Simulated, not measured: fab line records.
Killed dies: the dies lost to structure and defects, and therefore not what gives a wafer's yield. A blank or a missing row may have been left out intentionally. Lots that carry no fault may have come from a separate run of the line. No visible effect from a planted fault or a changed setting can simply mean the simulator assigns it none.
fab line records | flow n5_finfet
record: lots: 7 wafers: 21
route steps=1938 shown BEOL_M7@1299 BEOL_M8@1332 BEOL_M9@1439 BEOL_M10@1480
start_h: hours from the record's opening day to when the first of the lot's shown wafers began | wait_h: hours elapsed since this lot's preceding step | " the same as in the row above | L1.1+2: a single row standing in for several wafers | - value missing, or start not given | * or withheld: withheld | < > ~ a bound
route shown NAME@n: names a module that has steps shown in the file, with the first one's number in the route | usual: mean and standard deviation over wafers with no fault | same: alike in all rows | chamber/n: place in a boat | sites: readings site by site | _std_site: standard deviation of those values | _edge_site: mean of outer sites minus mean of inner sites | radius_mm: for every site, how far away it sits from the centre of the wafer | mask NAME#n: copy n | behind: the most recent tool/chamber to have shaped the wafer | hold: why the lot was held/for how many hours/how that ended | device: whichever transistor did not switch (one of n, p or np) | end of line: the tests these same wafers got at the end of their route | a step with no rows: only its recipe | killed: not the wafer's yield, but the dies lost to structure and defects at the first sort | map: a wafer's dies, marking killed ones x, the rest . and places with no die _
set.NAME: the run value of the setting; set.NAME@STEP: its run value at that earlier step | model.NAME: the simulator's own value behind a step, which no gauge read
lots where settings were altered on purpose, with a table for each step and a row for each wafer
== steps ==
step: N5_BEOL_M7_DESCUM_33
recipe: chemistry: O2 time_s: 7 source_power_w: 50 bias_power_w: 20 pressure_mtorr: 20 rf_frequency_hz: 2.712e+07 temp_c: 40 resist: CAR-EUV o2_flow_sccm: 225
columns lot.wafer tool chamber start_h wait_h set.time_s set.dose_mj@BEOL_M7_EXPOSE_25 model.BEOL_M7.cd_nm model.CAR-EUV_of_BEOL_M7_COAT_22.thk_nm
L080.2 rie_diel-03 1 235.50 0.5 7 42.5 40.2 26.2
L080.3 " 3 " " 6.585 44.05 40.8 26.4
L080.4 " 3 " " 7 44.05 40.8 26
L081.1 rie_diel-03 0 251.13 0.4 8.476 42.5 40 25.2
L081.4 " 1 " " 8.476 44.7 41.2 25.2
L081.5 " 1 " " 7 42.5 39.8 26
L085.1+2 rie_diel-04 3,2 254.71 0.9 7 42.5 40 26.2
L085.5 " 2 " " 7 42.5 40.2 26
L086.2 rie_diel-03 3 259.99 0.0 7 45.32 41.2 26.2
L086.4 " 1 " " 7 42.5 40 26
L086.6 " 1 " " 6.365 42.5 39.8 26.4
L089.3+6 rie_diel-03 2,1 286.88 0.1 7 44.26 40.8 26
L089.4 " 2 " " 7 42.5 40 26
L088.3 rie_diel-03 1 289.03 0.0 8.135 42.5 40.2 25.4
L088.4 " 2 " " 8.135 42.5 40 25.4
L088.5 " 0 " " 7 44.21 40.8 26
L097.1+3 rie_diel-04 2,3 328.29 0.0 5.88 42.5 39.6 26.6
L097.6 " 2 " " 5.88 42.5 39.8 26.6
step: N5_BEOL_M7_ETCH_72
recipe: chemistry: N2/H2 target: underlayer target_depth_a: 65 mask_material: CAR-EUV time_s: 5.2 ion_energy_ev: 200 pressure_mtorr: 30 source_w: 840 bias_w: 150 n2_flow_sccm: 200 h2_flow_sccm: 200 ends: cleared
columns lot.wafer tool chamber start_h wait_h set.dose_mj@BEOL_M7_EXPOSE_25 set.time_s@BEOL_M7_DESCUM_33 model.BEOL_M7.cd_nm model.CAR-EUV_of_BEOL_M7_COAT_22.thk_nm
L080.2 rie_diel-03 1 235.54 0.0 42.5 7 40 20.4
L080.3 " 3 " " 44.05 6.585 40.8 20.6
L080.4 " 3 " " 44.05 7 41 20.4
L081.1 rie_diel-03 0 251.16 0.0 42.5 8.476 40 19.6
L081.4 " 1 " " 44.7 8.476 41.2 19.6
L081.5 " 1 " " 42.5 7 39.8 20.2
L085.1+2 rie_diel-04 3,2 254.75 0.0 42.5 7 40 20.4
L085.5 " 2 " " 42.5 7 40.2 20.4
L086.2 rie_diel-03 3 260.02 0.0 45.32 7 41.2 20.4
L086.4 " 1 " " 42.5 7 40 20.4
L086.6 " 1 " " 42.5 6.365 39.8 20.6
L089.3+6 rie_diel-03 2,1 286.92 0.0 44.26 7 40.8 20.4
L089.4 " 2 " " 42.5 7 40 20.4
L088.3+4 rie_diel-03 1,2 289.06 0.0 42.5 8.135 40 19.6
L088.5 " 0 " " 44.21 7 40.8 20.2
L097.1 rie_diel-04 2 328.33 0.0 42.5 5.88 39.6 20.8
L097.3+6 " 3,2 " " 42.5 5.88 39.8 21
step: N5_BEOL_M7_ETCH_65
recipe: chemistry: CF4 target: SiARC target_depth_a: 156 mask_material: CAR-EUV time_s: 26 ion_energy_ev: 80 pressure_mtorr: 40 source_w: 545 bias_w: 36 Ar_flow_sccm: 100 cf4_flow_sccm: 100 ends: cleared
columns lot.wafer tool chamber start_h wait_h set.time_s@BEOL_M7_DESCUM_33 model.CAR-EUV_of_BEOL_M7_COAT_22.thk_nm
L080.2+4 rie_diel-03 1,3 235.55 0.0 7 11.2
L080.3 " 3 " " 6.585 11.4
L081.1 rie_diel-03 0 251.18 0.0 8.476 10.4
L081.4 " 1 " " 8.476 10.2
L081.5 " 1 " " 7 11
L085.1+2 rie_diel-04 3,2 254.76 0.0 7 11.2
L085.5 " 2 " " 7 11
L086.2+4 rie_diel-03 3,1 260.04 0.0 7 11.2
L086.6 " 1 " " 6.365 11.4
L089.3 rie_diel-03 2 286.94 0.0 7 11.2
L089.4+6 " 2,1 " " 7 11
L088.3+4 rie_diel-03 1,2 289.08 0.0 8.135 10.4
L088.5 " 0 " " 7 11
L097.1 rie_diel-04 2 328.34 0.0 5.88 11.6
L097.3+6 " 3,2 " " 5.88 11.8
step: N5_BEOL_M7_ETCH_66
recipe: chemistry: N2/H2 target: SOC target_depth_a: 800 overetch_a: 160 mask_material: SiARC temp_c: 40 time_s: 120 ion_energy_ev: 200 pressure_mtorr: 30 source_w: 840 bias_w: 150 n2_flow_sccm: 200 h2_flow_sccm: 200
columns lot.wafer tool chamber start_h wait_h set.dose_mj@BEOL_M7_EXPOSE_25 model.BEOL_M7.cd_nm
L080.2 rie_diel-03 1 235.58 0.0 42.5 39.8
L080.3 " 3 " " 44.05 40.6
L080.4 " 3 " " 44.05 40.8
L081.1 rie_diel-03 0 251.21 0.0 42.5 40
L081.4 " 1 " " 44.7 41
L081.5 " 1 " " 42.5 39.8
L085.1+2 rie_diel-04 3,2 254.79 0.0 42.5 40.2
L085.5 " 2 " " 42.5 40.4
L086.2 rie_diel-03 3 260.07 0.0 45.32 41.2
L086.4 " 1 " " 42.5 39.8
L086.6 " 1 " " 42.5 39.6
L089.3+6 rie_diel-03 2,1 286.96 0.0 44.26 40.8
L089.4 " 2 " " 42.5 40
L088.3+4 rie_diel-03 1,2 289.11 0.0 42.5 40
L088.5 " 0 " " 44.21 40.8
L097.1 rie_diel-04 2 328.37 0.0 42.5 39.6
L097.3+6 " 3,2 " " 42.5 39.8
step: N5_BEOL_M8_ILD_DEP_00
recipe: material: SiCOH_lowk target_thk_a: 1797.5 temp_c: 300 precursor: DEMS/porogen pressure_torr: 5 rf_w: 500 time_s: 33.4
columns lot.wafer tool chamber start_h wait_h set.time_s model.SiCOH_lowk_of_BEOL_M8_ILD_DEP_00.thk_nm
L080.2 pecvd-01 0 239.52 0.0 33.4 178.8
L080.3 " 1 " " 33.4 177.8
L080.4 " 1 " " 38.35 206
L081.1 pecvd-02 0 254.41 0.0 33.4 175.6
L081.4 " 1 " " 33.4 179
L081.5 " 2 " " 35.31 189
L085.1 pecvd-01 0 258.27 0.0 33.4 179.8
L085.2 " 1 " " 33.4 181.2
L085.5 " 1 " " 33.4 182.6
L086.2 pecvd-02 1 262.68 0.0 28.97 154.6
L086.4 " 2 " " 28.97 157.6
L086.6 " 0 " " 28.97 158.8
L089.3 pecvd-02 1 290.15 0.0 33.4 181
L089.4 " 2 " " 33.4 181.2
L089.6 " 1 " " 33.4 181.8
L088.3 pecvd-02 0 292.84 0.0 30.87 167
L088.4 " 2 " " 33.4 180.8
L088.5 " 0 " " 33.4 180.4
L097.1 pecvd-02 2 331.70 0.0 33.4 181.6
L097.3 " 1 " " 33.4 181.8
L097.6 " 2 " " 34.79 191.8
step: N5_BEOL_M8_CURE_74
recipe: temp_c: 385 time_s: 240 ambient: He/Ar material: SiCOH_lowk
columns lot.wafer tool chamber start_h wait_h set.time_s@BEOL_M8_ILD_DEP_00 model.SiCOH_lowk_of_BEOL_M8_ILD_DEP_00.thk_nm
L080.2 uv_cure-01 0 239.67 0.1 33.4 154.2
L080.3 " 0 " " 33.4 153.2
L080.4 " 0 " " 38.35 178
L081.1 uv_cure-03 1 254.47 0.0 33.4 151.4
L081.4 " 1 " " 33.4 154.4
L081.5 " 1 " " 35.31 163
L085.1 uv_cure-03 0 258.33 0.0 33.4 155
L085.2 " 0 " " 33.4 156.4
L085.5 " 0 " " 33.4 157.4
L086.2 uv_cure-01 2 263.30 0.6 28.97 133.2
L086.4 " 2 " " 28.97 135.6
L086.6 " 2 " " 28.97 136.8
L089.3 uv_cure-03 0 290.38 0.2 33.4 156
L089.4 " 0 " " 33.4 156.2
L089.6 " 0 " " 33.4 156.8
L088.3 uv_cure-01 2 293.06 0.2 30.87 143.8
L088.4 " 2 " " 33.4 156
L088.5 " 2 " " 33.4 155.6
L097.1 uv_cure-02 2 331.77 0.0 33.4 156.6
L097.3 " 2 " " 33.4 156.8
L097.6 " 2 " " 34.79 165.6
step: N5_BEOL_M8_THK_MEAS_01
recipe: reads: SiCOH_lowk_of_BEOL_M8_ILD_DEP_00
usual: M8_ILD_THK: 155.0/1.8
columns lot.wafer tool chamber start_h wait_h set.time_s@BEOL_M8_ILD_DEP_00 M8_ILD_THK[nm]
L080.2 film_metro-01 - 240.10 0.4 33.4 154.2
L080.3 " - " " 33.4 153.1
L080.4 " - " " 38.35 177.9
L081.1 film_metro-02 - 254.99 0.4 33.4 151.4
L081.4 " - " " 33.4 154.4
L081.5 " - " " 35.31 163.0
L085.1 film_metro-01 - 258.85 0.4 33.4 155.0
L085.2 " - " " 33.4 156.4
L085.5 " - " " 33.4 157.4
L086.2 film_metro-01 - 263.73 0.4 28.97 133.1
L086.4 " - " " 28.97 135.7
L086.6 " - " " 28.97 136.7
L089.3 film_metro-01 - 290.73 0.3 33.4 155.9
L089.4 " - " " 33.4 156.2
L089.6 " - " " 33.4 156.7
L088.3 film_metro-02 - 293.42 0.3 30.87 143.8
L088.4 " - " " 33.4 155.9
L088.5 " - " " 33.4 155.6
L097.1 film_metro-02 - 332.28 0.4 33.4 156.6
L097.3 " - " " 33.4 157.0
L097.6 " - " " 34.79 165.5
step: N5_BEOL_M9_ETCH_65
recipe: chemistry: CF4 target: SiARC target_depth_a: 156 mask_material: CAR-EUV time_s: 26 ion_energy_ev: 80 pressure_mtorr: 40 source_w: 545 bias_w: 36 Ar_flow_sccm: 100 cf4_flow_sccm: 100 ends: cleared
usual: rf_vpp_V: 184.4/1.3
columns lot.wafer tool chamber start_h wait_h set.bias_w rf_vpp_V
L080.2 rie_diel-03 2 252.06 0.0 36 186.7
L080.3 " 0 " " 36 186.2
L080.4 " 1 " " 36 185.2
L081.1 rie_diel-03 3 265.77 0.0 38.34 191.6
L081.4 " 0 " " 38.34 193.2
L081.5 " 2 " " 36 184.5
L085.1 rie_diel-01 3 269.20 0.0 36 185.3
L085.2 " 2 " " 36 183.1
L085.5 " 3 " " 36 183.8
L086.2 rie_diel-04 3 271.80 0.0 36 183.9
L086.4 " 1 " " 38.13 191.9
L086.6 " 0 " " 36 183.9
L089.3 rie_diel-01 0 304.60 0.0 39.59 197.2
L089.4 " 3 " " 36 184.8
L089.6 " 0 " " 39.59 196.6
L088.3 rie_diel-04 3 305.22 0.0 32 170.9
L088.4 " 0 " " 36 185.0
L088.5 " 3 " " 36 182.0
L097.1 rie_diel-01 0 345.68 0.0 36 185.5
L097.3 " 1 " " 36 185.8
L097.6 " 3 " " 36 184.3
step: N5_BEOL_M9_ETCH_66
recipe: chemistry: N2/H2 target: SOC target_depth_a: 800 overetch_a: 160 mask_material: SiARC temp_c: 40 time_s: 120 ion_energy_ev: 200 pressure_mtorr: 30 source_w: 840 bias_w: 150 n2_flow_sccm: 200 h2_flow_sccm: 200
usual: rf_vpp_V: 524.7/2.7
columns lot.wafer tool chamber start_h wait_h set.bias_w rf_vpp_V model.SiARC_of_BEOL_M9_COAT_64.thk_nm
L080.2 rie_diel-03 2 252.08 0.0 150 527.4 6.4
L080.3 " 0 " " 161.7 555.1 5.6
L080.4 " 1 " " 161.7 551.8 5.8
L081.1 rie_diel-03 3 265.79 0.0 150 521.0 6.4
L081.4 " 0 " " 126.1 473.3 7.4
L081.5 " 2 " " 126.1 472.9 7.4
L085.1 rie_diel-01 3 269.22 0.0 150 525.7 6.2
L085.2 " 2 " " 150 522.6 6.4
L085.5 " 3 " " 150 524.0 6
L086.2 rie_diel-04 3 271.83 0.0 150 519.2 6.4
L086.4 " 1 " " 150 520.5 6.4
L086.6 " 0 " " 150 525.9 6.2
L089.3 rie_diel-01 0 304.63 0.0 125.5 469.6 7.6
L089.4 " 3 " " 150 523.4 6.2
L089.6 " 0 " " 150 529.1 6.4
L088.3 rie_diel-04 3 305.24 0.0 150 519.3 6.4
L088.4 " 0 " " 150 526.5 6.2
L088.5 " 3 " " 150 518.8 6.4
L097.1 rie_diel-01 0 345.71 0.0 150 526.7 6.6
L097.3 " 1 " " 150 529.2 6.4
L097.6 " 3 " " 158.4 542.9 5.8
step: N5_BEOL_M10_EXPOSE_08
recipe: mask_id: M10 na: 1.35 source_shape: dipole sigma_inner: 0.411 sigma_outer: 0.611 polarization: te dose_mj: 53.75
columns lot.wafer tool chamber start_h wait_h mask set.dose_mj
L080.2+4 arfi_scanner-01 0 257.37 - M10#0 53.75
L080.3 " 0 " " M10#0 56.26
L081.1+4+5 arfi_scanner-01 0 270.44 - M10#0 53.75
L085.1+2+5 arfi_scanner-02 0 276.04 - M10#0 53.75
L086.2+4+6 arfi_scanner-01 0 277.05 - M10#0 53.75
L089.3+4 arfi_scanner-01 0 310.34 - M10#0 53.75
L089.6 " 0 " " M10#0 54.82
L088.3+5 arfi_scanner-01 0 310.70 - M10#0 53.75
L088.4 " 0 " " M10#0 57.13
L097.1+3 arfi_scanner-02 0 351.89 - M10#0 55.08
L097.6 " 0 " " M10#0 53.75
step: N5_BEOL_M10_PEB_09
recipe: peb_temp_c: withheld peb_time_s: 60 resist: CAR-ArF
step: N5_BEOL_M10_DEVELOP_10
recipe: develop_time_s: 30 developer: TMAH resist: CAR-ArF rinse_liquid: diw dry: air_spin dev_temp_c: 23
step: N5_BEOL_M10_CD_MEAS_11
recipe: target_cd_nm: 64.1 landing_energy_ev: 500 detector: se_inlens polarity: opening
usual: cd_nm: 64.3/0.44
columns lot.wafer tool chamber start_h wait_h set.dose_mj@BEOL_M10_EXPOSE_08 cd_nm
L080.2 cd_sem-03 0 257.49 - 53.75 64.6
L080.3 " 0 " " 56.26 67.0
L080.4 " 0 " " 53.75 64.5
L081.1 cd_sem-02 0 270.56 - 53.75 64.3
L081.4 " 0 " " 53.75 63.7
L081.5 " 0 " " 53.75 64.2
L085.1 cd_sem-03 0 276.16 - 53.75 64.5
L085.2 " 0 " " 53.75 63.7
L085.5 " 0 " " 53.75 64.3
L086.2 cd_sem-03 0 277.17 - 53.75 64.1
L086.4 " 0 " " 53.75 64.3
L086.6 " 0 " " 53.75 64.6
L089.3 cd_sem-03 0 310.45 - 53.75 64.2
L089.4 " 0 " " 53.75 64.5
L089.6 " 0 " " 54.82 65.7
L088.3 cd_sem-03 0 310.82 - 53.75 64.2
L088.4 " 0 " " 57.13 67.8
L088.5 " 0 " " 53.75 63.8
L097.1 cd_sem-01 0 352.01 - 55.08 65.2
L097.3 " 0 " " 55.08 65.5
L097.6 " 0 " " 53.75 64.5
step: N5_BEOL_M10_DESCUM_16
recipe: chemistry: O2 time_s: 7.9 source_power_w: 50 bias_power_w: 20 pressure_mtorr: 20 rf_frequency_hz: 2.712e+07 temp_c: 40 resist: CAR-ArF o2_flow_sccm: 225
step: N5_BEOL_M10_ETCH_61
recipe: chemistry: CF4 target: SiARC target_depth_a: 390 mask_material: CAR-ArF time_s: 65 ion_energy_ev: 80 pressure_mtorr: 40 source_w: 545 bias_w: 36 Ar_flow_sccm: 100 cf4_flow_sccm: 100 ends: cleared
columns lot.wafer tool chamber start_h wait_h set.dose_mj@BEOL_M10_EXPOSE_08 model.BEOL_M10.cd_offset_nm
L080.2 rie_diel-06 0 258.14 0.0 53.75 0.2
L080.3 " 2 " " 56.26 3
L080.4 " 2 " " 53.75 0.6
L081.1 rie_diel-02 1 270.69 0.0 53.75 0.2
L081.4 " 0 " " 53.75 -0.2
L081.5 " 2 " " 53.75 0.4
L085.1 rie_diel-02 3 276.29 0.0 53.75 0.4
L085.2 " 1 " " 53.75 -0.2
L085.5 " 3 " " 53.75 0.8
L086.2 rie_diel-02 3 277.29 0.0 53.75 -0.2
L086.4 " 1 " " 53.75 0.2
L086.6 " 0 " " 53.75 0.6
L089.3 rie_diel-06 2 310.74 0.0 53.75 -0.2
L089.4 " 3 " " 53.75 0.4
L089.6 " 3 " " 54.82 1.2
L088.3 rie_diel-06 1 311.03 0.0 53.75 0.2
L088.4 " 0 " " 57.13 3.6
L088.5 " 2 " " 53.75 0
L097.1 rie_diel-02 2 352.14 0.0 55.08 1.2
L097.3 " 0 " " 55.08 1.6
L097.6 " 3 " " 53.75 0.2
step: N5_BEOL_M10_ETCH_62
recipe: chemistry: N2/H2 target: SOC target_depth_a: 1100 overetch_a: 220 mask_material: SiARC temp_c: 40 time_s: 165 ion_energy_ev: 200 pressure_mtorr: 30 source_w: 840 bias_w: 150 n2_flow_sccm: 200 h2_flow_sccm: 200
columns lot.wafer tool chamber start_h wait_h set.dose_mj@BEOL_M10_EXPOSE_08 model.BEOL_M10.cd_offset_nm
L080.2 rie_diel-06 0 258.19 0.0 53.75 0
L080.3 " 2 " " 56.26 3.2
L080.4 " 2 " " 53.75 0.6
L081.1 rie_diel-02 1 270.74 0.0 53.75 0.2
L081.4 " 0 " " 53.75 0
L081.5 " 2 " " 53.75 0.6
L085.1 rie_diel-02 3 276.34 0.0 53.75 0.2
L085.2 " 1 " " 53.75 -0.2
L085.5 " 3 " " 53.75 0.8
L086.2 rie_diel-02 3 277.34 0.0 53.75 0
L086.4 " 1 " " 53.75 0.2
L086.6 " 0 " " 53.75 0.6
L089.3 rie_diel-06 2 310.79 0.0 53.75 -0.2
L089.4 " 3 " " 53.75 0.4
L089.6 " 3 " " 54.82 1
L088.3+5 rie_diel-06 1,2 311.08 0.0 53.75 0
L088.4 " 0 " " 57.13 3.6
L097.1 rie_diel-02 2 352.19 0.0 55.08 1.2
L097.3 " 0 " " 55.08 1.6
L097.6 " 3 " " 53.75 0.4
step: N5_BEOL_M10_STRIP_68
recipe: chemistry: N2/H2 temp_c: 40 n2_flow_sccm: 200 h2_flow_sccm: 200 rf_frequency_hz: 6e+07
step: N5_BEOL_M10_STRIP_67
recipe: chemistry: CF4 resist: SiARC power_w: 300 bias_power_w: 75 pressure_mtorr: 50 cf4_flow_sccm: 150 rf_frequency_hz: 6e+07
step: N5_BEOL_M10_HM_OPEN_17
recipe: chemistry: Cl2/BCl3 target_depth_a: 200 overetch_a: 60 target: TiN mask_material: SOC ion_energy_ev: 150 pressure_mtorr: 10 icp_w: 1000 bias_w: 126 Cl2_flow_sccm: 53.25 bcl3_flow_sccm: 21.75 Ar_flow_sccm: 25
step: N5_BEOL_M10_STRIP_19
recipe: chemistry: O2 power_w: 400 temp_c: 40 pressure_mtorr: 30 rf_frequency_hz: 6e+07 bias_power_w: 0 overash_fraction: 0.2 o2_flow_sccm: 225
step: N5_BEOL_M10_CD_MEAS_18
recipe: pitch_nm: 140 target_cd_nm: 70
usual: cd_nm: 70.2/0.44
columns lot.wafer tool chamber start_h wait_h set.dose_mj@BEOL_M10_EXPOSE_08 cd_nm
L080.2 cd_sem-01 - 258.57 0.1 53.75 70.1
L080.3 " - " " 56.26 72.7
L080.4 " - " " 53.75 70.5
L081.1 cd_sem-02 - 271.11 0.0 53.75 70.2
L081.4 " - " " 53.75 70.2
L081.5 " - " " 53.75 70.8
L085.1 cd_sem-01 - 276.70 0.0 53.75 69.8
L085.2 " - " " 53.75 69.9
L085.5 " - " " 53.75 70.9
L086.2 cd_sem-01 - 277.74 0.1 53.75 70.3
L086.4 " - " " 53.75 70.4
L086.6 " - " " 53.75 70.8
L089.3 cd_sem-03 - 311.16 0.1 53.75 69.6
L089.4 " - " " 53.75 70.2
L089.6 " - " " 54.82 71.1
L088.3 cd_sem-03 - 311.45 0.1 53.75 70.1
L088.4 " - " " 57.13 73.5
L088.5 " - " " 53.75 69.8
L097.1 cd_sem-02 - 352.56 0.0 55.08 70.8
L097.3 " - " " 55.08 71.3
L097.6 " - " " 53.75 70.4
step: N5_BEOL_M10_COAT_63
recipe: resist: SOC temp_c: 250 time_s: 60 spin_rpm: 1500 resist_thk_nm: 100
step: N5_BEOL_M10_COAT_64
recipe: resist: SiARC temp_c: 220 time_s: 60 spin_rpm: 1500 resist_thk_nm: 30
step: N5_BEOL_M10_PRECLEAN_42
recipe: chemistry: residue_remover time_s: 60 temp_c: 40
step: N5_BEOL_M10_SRD_43
recipe: time_s: 30 temp_c: 23 rinse_liquid: diw dry: ipa_marangoni
step: N5_BEOL_M10_CD_MEAS_35
recipe: target_cd_nm: 70 polarity: opening
usual: cd_nm: 70.2/0.46
columns lot.wafer tool chamber start_h wait_h set.dose_mj@BEOL_M10_EXPOSE_08 cd_nm
L080.2 cd_sem-03 - 260.71 0.0 53.75 70.5
L080.3 " - " " 56.26 72.8
L080.4 " - " " 53.75 70.5
L081.1 cd_sem-01 - 272.72 0.0 53.75 70.1
L081.4 " - " " 53.75 70.5
L081.5 " - " " 53.75 70.8
L085.1 cd_sem-01 - 281.09 0.0 53.75 70.1
L085.2 " - " " 53.75 69.9
L085.5 " - " " 53.75 70.7
L086.2 cd_sem-03 - 281.21 0.0 53.75 69.8
L086.4 " - " " 53.75 69.9
L086.6 " - " " 53.75 70.2
L089.3 cd_sem-03 - 312.23 0.0 53.75 69.7
L089.4 " - " " 53.75 70.4
L089.6 " - " " 54.82 70.7
L088.3 cd_sem-03 - 313.20 0.0 53.75 69.7
L088.4 " - " " 57.13 74.0
L088.5 " - " " 53.75 69.7
L097.1 cd_sem-03 - 357.49 0.0 55.08 71.0
L097.3 " - " " 55.08 71.3
L097.6 " - " " 53.75 70.3
== key ==
split: step: N5_BEOL_M7_DESCUM_33 setting: time_s stated: 7 by: wafer
response: step: N5_BEOL_M7_DESCUM_33 reading: model.CAR-EUV_of_BEOL_M7_COAT_22.thk_nm change: -0.0377 per: 1% r: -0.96
response: step: N5_BEOL_M7_ETCH_72 reading: model.CAR-EUV_of_BEOL_M7_COAT_22.thk_nm change: -0.0308 per: 1% r: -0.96
response: step: N5_BEOL_M7_ETCH_65 reading: model.CAR-EUV_of_BEOL_M7_COAT_22.thk_nm change: -0.0333 per: 1% r: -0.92
split: step: N5_BEOL_M8_ILD_DEP_00 setting: time_s stated: 33.4 by: wafer
response: step: N5_BEOL_M8_ILD_DEP_00 reading: model.SiCOH_lowk_of_BEOL_M8_ILD_DEP_00.thk_nm change: +1.9 per: 1% r: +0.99
response: step: N5_BEOL_M8_CURE_74 reading: model.SiCOH_lowk_of_BEOL_M8_ILD_DEP_00.thk_nm change: +1.67 per: 1% r: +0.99
response: step: N5_BEOL_M8_THK_MEAS_01 reading: M8_ILD_THK change: +1.66 per: 1% r: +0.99
split: step: N5_BEOL_M9_ETCH_65 setting: bias_w stated: 36 by: wafer
response: step: N5_BEOL_M9_ETCH_65 reading: rf_vpp_V change: +1.19 per: 1% r: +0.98
split: step: N5_BEOL_M9_ETCH_66 setting: bias_w stated: 150 by: wafer
response: step: N5_BEOL_M9_ETCH_66 reading: rf_vpp_V change: +3.22 per: 1% r: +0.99
response: step: N5_BEOL_M9_ETCH_66 reading: model.SiARC_of_BEOL_M9_COAT_64.thk_nm change: -0.076 per: 1% r: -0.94
split: step: N5_BEOL_M10_EXPOSE_08 setting: dose_mj stated: 53.75 by: wafer
response: step: N5_BEOL_M10_CD_MEAS_11 reading: cd_nm change: +0.562 per: 1% r: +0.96
response: step: N5_BEOL_M10_ETCH_61 reading: model.BEOL_M10.cd_offset_nm change: +0.55 per: 1% r: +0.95
response: step: N5_BEOL_M10_ETCH_62 reading: model.BEOL_M10.cd_offset_nm change: +0.566 per: 1% r: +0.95
response: step: N5_BEOL_M10_CD_MEAS_18 reading: cd_nm change: +0.53 per: 1% r: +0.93
response: step: N5_BEOL_M10_CD_MEAS_35 reading: cd_nm change: +0.575 per: 1% r: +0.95
split outside_this_file step=N5_BEOL_M7_EXPOSE_25 setting=dose_mj
split outside_this_file: this setting was split too, and the file shows its column; the key of that split is in another file
